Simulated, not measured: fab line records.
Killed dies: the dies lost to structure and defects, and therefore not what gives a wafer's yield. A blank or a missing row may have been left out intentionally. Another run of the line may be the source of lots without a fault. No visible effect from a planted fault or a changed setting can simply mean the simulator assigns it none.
Matching of chambers    flow n5Finfet    N5_GATE_CUT_STRIP_59 on rieDiel-04 has 4 sister chambers
The step strips in N2/H2, time 20 s. 4 wafers are shown with their chamber, then 8 later ones without.

== EACH WAFER AND ITS CHAMBER ==
wafer   chamber  drypumpMotorCurrentA (A)
L082.6  2        6.1
L087.4  3        5.3
L087.6  1        6.5
L088.2  0        5.6

== WAFERS MISSING THEIR CHAMBER ==
wafer   drypumpMotorCurrentA (A)
L088.3  5.3
L088.5  6.1
L090.1  5.6
L090.5  5.3
L090.6  6.2
L092.2  6.1
L092.5  6.2
L092.6  5.3

== CHAMBER TAKEN BY EACH ==
wafer   from the rows above  in truth
L088.3  3                    3
L088.5  2                    2
L090.1  0                    0
L090.5  3                    3
L090.6  2                    2
L092.2  2                    2
L092.5  2                    2
L092.6  3                    3
8 of 8 placed correctly. Not placeable from these rows: 0. Number placed wrongly: 0.
How it was worked out, from the rows above alone: a wafer's distance from a chamber is the root of the sum, over the readings, of the square of ((its reading less the chamber's mean) divided by the reading's scatter). The wafer belongs to the nearest chamber; if the next one is less than 2 further off, it can't be placed. For every chamber, the mean is computed from those of its wafers that are shown. The scatter: root of mean squared gap, hidden wafer to nearest shown wafer, with one shown wafer a chamber.
